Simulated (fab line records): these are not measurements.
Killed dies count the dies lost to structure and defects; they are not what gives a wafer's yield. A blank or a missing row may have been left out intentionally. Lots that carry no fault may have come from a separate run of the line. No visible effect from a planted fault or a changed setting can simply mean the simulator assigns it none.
Matching of chambers	flow n5Finfet	pecvd-01 running N5_FIN_SAQP_PECVD_06: 3 sister chambers
The step deposits a-Si from SiH4/He, target thk 60 nm, time 48.1 s. 18 wafers are shown with their chamber, then 9 later ones without.

== EACH WAFER AND ITS CHAMBER ==
wafer	chamber	showerheadPlenumPTorr (Torr)	throttleValvePct (%)	showerheadVppV (V)
L081.2	1	5.67	18.4	569
L081.3	0	5.80	20.1	626
L081.5	2	5.70	18.7	638
L088.3	1	5.67	18.4	585
L088.5	1	5.68	18.5	576
L088.6	0	5.79	20.5	626
L089.4	0	5.80	20.5	621
L089.5	1	5.68	18.7	574
L089.6	2	5.69	18.6	636
L090.3	1	5.68	18.4	577
L090.5	0	5.79	20.2	622
L090.6	1	5.67	18.7	574
L092.1	1	5.67	18.6	576
L092.3	0	5.82	20.6	632
L092.6	0	5.80	20.4	638
L093.2	1	5.66	18.2	582
L093.4	2	5.71	18.8	646
L093.6	0	5.82	20.5	620

SIGNATURES, as means of the wafers listed above
reading	chamber 0	chamber 1	chamber 2	scatter within a chamber
showerheadPlenumPTorr	5.8029	5.6725	5.7000	0.00998
throttleValvePct	20.400	18.488	18.700	0.169
showerheadVppV	626.43	576.62	640.00	5.68
Rule: a wafer lies at a distance from a chamber equal to the root of the sum of squares, over the readings, of (its reading less the chamber's mean, divided by the reading's scatter). The wafer belongs to the nearest chamber; if the next one is less than 2 further off, it can't be placed. How the scatter is found: for the shown wafers, subtract from each reading the mean of its chamber, square and add these, divide the total by (wafers less chambers), then take the root.

== WAFERS WITH NO CHAMBER GIVEN ==
wafer	showerheadPlenumPTorr (Torr)	throttleValvePct (%)	showerheadVppV (V)
L094.1	5.81	20.6	625
L094.2	5.66	18.3	557
L094.6	5.66	18.5	581
L095.1	5.80	20.5	629
L095.5	5.70	18.8	632
L095.6	5.67	18.2	580
L096.1	5.69	18.6	646
L096.2	5.68	18.4	556
L096.6	5.70	18.5	636

== WHICH CHAMBER EACH WENT THROUGH ==
wafer	from the rows above	in truth
L094.1	0	0
L094.2	1	1
L094.6	1	1
L095.1	0	0
L095.5	2	2
L095.6	1	1
L096.1	2	2
L096.2	1	1
L096.6	2	2
Correct placement for 9 of the 9. Not placeable from these rows: 0. Number placed wrongly: 0.
